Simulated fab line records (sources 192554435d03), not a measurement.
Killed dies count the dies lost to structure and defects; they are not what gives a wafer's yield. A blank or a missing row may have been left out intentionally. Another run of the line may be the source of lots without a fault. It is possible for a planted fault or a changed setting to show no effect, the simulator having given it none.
Chamber matching || flow n5 finfet || 4 sister chambers for N5_HKMG_FIN_ETCH_35 on rie diel-04
The step etches SOC in N2/H2, target depth 215.8 nm, time 243.4 s. 8 wafers are shown with their chamber, then 9 later ones without.

== EACH WAFER AND ITS CHAMBER ==
{"wafer": "L085.1", "chamber": 1, "throttle valve pct (%)": 18.05, "drypump motor current A (A)": 6.1}
{"wafer": "L085.2", "chamber": 2, "throttle valve pct (%)": 17.88, "drypump motor current A (A)": 5.6}
{"wafer": "L086.2", "chamber": 1, "throttle valve pct (%)": 18.06, "drypump motor current A (A)": 6.2}
{"wafer": "L086.4", "chamber": 2, "throttle valve pct (%)": 17.88, "drypump motor current A (A)": 5.7}
{"wafer": "L086.6", "chamber": 3, "throttle valve pct (%)": 17.72, "drypump motor current A (A)": 5.5}
{"wafer": "L090.1", "chamber": 0, "throttle valve pct (%)": 17.60, "drypump motor current A (A)": 5.8}
{"wafer": "L090.3", "chamber": 3, "throttle valve pct (%)": 17.76, "drypump motor current A (A)": 5.5}
{"wafer": "L090.5", "chamber": 0, "throttle valve pct (%)": 17.60, "drypump motor current A (A)": 5.8}

== WAFERS MISSING THEIR CHAMBER ==
{"wafer": "L093.1", "throttle valve pct (%)": 17.74, "drypump motor current A (A)": 5.4}
{"wafer": "L093.2", "throttle valve pct (%)": 17.63, "drypump motor current A (A)": 5.8}
{"wafer": "L093.3", "throttle valve pct (%)": 17.89, "drypump motor current A (A)": 5.6}
{"wafer": "L093.4", "throttle valve pct (%)": 18.09, "drypump motor current A (A)": 6.2}
{"wafer": "L093.5", "throttle valve pct (%)": 17.89, "drypump motor current A (A)": 5.6}
{"wafer": "L093.6", "throttle valve pct (%)": 18.08, "drypump motor current A (A)": 6.2}
{"wafer": "L096.2", "throttle valve pct (%)": 17.89, "drypump motor current A (A)": 5.6}
{"wafer": "L096.3", "throttle valve pct (%)": 17.62, "drypump motor current A (A)": 5.8}
{"wafer": "L096.4", "throttle valve pct (%)": 17.77, "drypump motor current A (A)": 5.5}

== WHICH CHAMBER EACH WENT THROUGH ==
{"wafer": "L093.1", "from the rows above": 3, "in truth": 3}
{"wafer": "L093.2", "from the rows above": 0, "in truth": 0}
{"wafer": "L093.3", "from the rows above": 2, "in truth": 2}
{"wafer": "L093.4", "from the rows above": 1, "in truth": 1}
{"wafer": "L093.5", "from the rows above": 2, "in truth": 2}
{"wafer": "L093.6", "from the rows above": 1, "in truth": 1}
{"wafer": "L096.2", "from the rows above": 2, "in truth": 2}
{"wafer": "L096.3", "from the rows above": 0, "in truth": 0}
{"wafer": "L096.4", "from the rows above": 3, "in truth": 3}
Placed correctly: 9 of 9. From these rows, 0 cannot be placed. Wrongly placed: 0.
How it was worked out, from the rows above alone: a wafer's distance from a chamber is the root of the sum, over the readings, of the square of ((its reading less the chamber's mean) divided by the reading's scatter). The wafer belongs to the nearest chamber; if the next one is less than 2 further off, it can't be placed. Each chamber's mean is taken over the wafers shown for it. How the scatter is found: for the shown wafers, subtract from each reading the mean of its chamber, square and add these, divide the total by (wafers less chambers), then take the root.
